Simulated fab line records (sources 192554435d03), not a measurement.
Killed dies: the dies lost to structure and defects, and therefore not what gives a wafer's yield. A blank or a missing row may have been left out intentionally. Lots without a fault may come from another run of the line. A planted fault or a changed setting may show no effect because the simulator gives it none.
Split-lot study / flow n5Finfet / 21 wafers read from 7 lots, route of 1938 steps

== SPLIT DETAILS ==
At N5_MOL_CONTACT_COAG_ETCH_110 (etches Si in CF4/O2, target depth 2.5 nm, time 8 s), the setting sourceW was moved away from the recipe's 200 W on 14 of the 21 wafers read, by -17.5% to +9.9%. For the rest of the wafers, this setting stayed at what the recipe calls for.

Reading taken at the split's own step.

== THE READING ==
rfVppV, in V, at N5_MOL_CONTACT_COAG_ETCH_110 (etches Si in CF4/O2, target depth 2.5 nm, time 8 s). A value of 128.2 V with a standard deviation of 1.7 V is what fault-free wafers of this fab line usually give.

wafer=L075.2; tool, chamber at the split=rieDiel-06, 1; sourceW as run, W=219.4; against the recipe=+9.7%; rfVppV, V=119.1; against lot-mates on the recipe=-11.5
wafer=L075.4; tool, chamber at the split=rieDiel-06, 0; sourceW as run, W=219.4; against the recipe=+9.7%; rfVppV, V=118.2; against lot-mates on the recipe=-12.4
wafer=L075.5; tool, chamber at the split=rieDiel-06, 3; sourceW as run, W=200; against the recipe=recipe; rfVppV, V=130.6; against lot-mates on the recipe=-
wafer=L081.4; tool, chamber at the split=rieDiel-02, 1; sourceW as run, W=165; against the recipe=-17.5%; rfVppV, V=144.7; against lot-mates on the recipe=no lot-mate on the recipe
wafer=L081.5; tool, chamber at the split=rieDiel-02, 0; sourceW as run, W=165; against the recipe=-17.5%; rfVppV, V=146.0; against lot-mates on the recipe=no lot-mate on the recipe
wafer=L081.6; tool, chamber at the split=rieDiel-02, 3; sourceW as run, W=165; against the recipe=-17.5%; rfVppV, V=145.8; against lot-mates on the recipe=no lot-mate on the recipe
wafer=L082.2; tool, chamber at the split=rieDiel-02, 3; sourceW as run, W=188; against the recipe=-6.0%; rfVppV, V=133.1; against lot-mates on the recipe=+5.8
wafer=L082.3; tool, chamber at the split=rieDiel-02, 2; sourceW as run, W=188; against the recipe=-6.0%; rfVppV, V=136.5; against lot-mates on the recipe=+9.2
wafer=L082.6; tool, chamber at the split=rieDiel-02, 1; sourceW as run, W=200; against the recipe=recipe; rfVppV, V=127.3; against lot-mates on the recipe=-
wafer=L085.1; tool, chamber at the split=rieDiel-06, 1; sourceW as run, W=200; against the recipe=recipe; rfVppV, V=127.0; against lot-mates on the recipe=-
wafer=L085.2; tool, chamber at the split=rieDiel-06, 0; sourceW as run, W=219.9; against the recipe=+9.9%; rfVppV, V=118.9; against lot-mates on the recipe=-8.1
wafer=L085.5; tool, chamber at the split=rieDiel-06, 3; sourceW as run, W=219.9; against the recipe=+9.9%; rfVppV, V=122.0; against lot-mates on the recipe=-5.0
wafer=L088.2; tool, chamber at the split=rieDiel-06, 0; sourceW as run, W=168.7; against the recipe=-15.7%; rfVppV, V=139.4; against lot-mates on the recipe=+9.1
wafer=L088.5; tool, chamber at the split=rieDiel-06, 0; sourceW as run, W=168.7; against the recipe=-15.7%; rfVppV, V=139.1; against lot-mates on the recipe=+8.8
wafer=L088.6; tool, chamber at the split=rieDiel-06, 3; sourceW as run, W=200; against the recipe=recipe; rfVppV, V=130.3; against lot-mates on the recipe=-
wafer=L093.2; tool, chamber at the split=rieDiel-06, 3; sourceW as run, W=200; against the recipe=recipe; rfVppV, V=129.3; against lot-mates on the recipe=-
wafer=L093.4; tool, chamber at the split=rieDiel-06, 3; sourceW as run, W=200; against the recipe=recipe; rfVppV, V=130.7; against lot-mates on the recipe=-
wafer=L093.6; tool, chamber at the split=rieDiel-06, 1; sourceW as run, W=200; against the recipe=recipe; rfVppV, V=128.6; against lot-mates on the recipe=-
wafer=L095.1; tool, chamber at the split=rieDiel-05, 3; sourceW as run, W=170.1; against the recipe=-15.0%; rfVppV, V=141.3; against lot-mates on the recipe=no lot-mate on the recipe
wafer=L095.3; tool, chamber at the split=rieDiel-05, 0; sourceW as run, W=170.1; against the recipe=-15.0%; rfVppV, V=141.7; against lot-mates on the recipe=no lot-mate on the recipe
wafer=L095.4; tool, chamber at the split=rieDiel-05, 1; sourceW as run, W=170.1; against the recipe=-15.0%; rfVppV, V=144.8; against lot-mates on the recipe=no lot-mate on the recipe

THE FIT
A straight line over all 21 wafers: rfVppV changes by -0.891 V for each +1% of sourceW; r = -0.98; the points scatter about the line by 1.9 V.
The same after taking each lot's own level away (the mean of its wafers on the recipe; 15 wafers): -0.774 V for each +1%; r = -0.93; scatter 2.6 V.
Per that fit: largest sourceW move, reading shift of 14 V.
Across the lots, their own levels run from 127.00 to 130.60 V, a range of 2.1 times the standard deviation given above.
Thus the slope moves with the lot-to-lot level: the two fits are different.
Check: +12.8 V against its lot-mates is what the line predicts for one of the wafers moved furthest among these (-15.7%) when that wafer is left out of the fit. Against them it came out at +9.1 V.
Tool readings at the split's step, against how far the setting was moved: rfVppV r = -0.98.

== FURTHER SPLITS ON THESE WAFERS ==
Note: prior to the reading, these wafers also went through further splits. Each is held against what the fit with the lots' levels taken away leaves over:
other split on the same wafers=N5_HKMG_FIN_EXPOSE_46 doseMj; wafers away from the commonest value=8; r with rfVppV (lot level and that fit taken away)=+0.25
other split on the same wafers=N5_HKMG_FIN_ETCH_54 biasW; wafers away from the commonest value=5; r with rfVppV (lot level and that fit taken away)=+0.45
other split on the same wafers=N5_GATE_CUT_COAT_35 spinRpm; wafers away from the commonest value=7; r with rfVppV (lot level and that fit taken away)=-0.55

== THE WHOLE CHAIN: every reading that the file lists as answering this split, in the file's order ==
step=N5_MOL_CONTACT_COAG_ETCH_110; what it does=etches Si in CF4/O2, target depth 2.5 nm, time 8 s; reading=rfVppV; change (the file's fit)=-0.772 V for each +1% of the setting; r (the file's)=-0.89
step=N5_MOL_CONTACT_COAG_ETCH_110; what it does=etches Si in CF4/O2, target depth 2.5 nm, time 8 s; reading=etch.depthNm (the simulator's own value, which no gauge read); change (the file's fit)=+0.0242 nm for each +1% of the setting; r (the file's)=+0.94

== FILE'S OWN FIT ==
rfVppV changes by -0.772 V for each +1% of sourceW, r = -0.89.
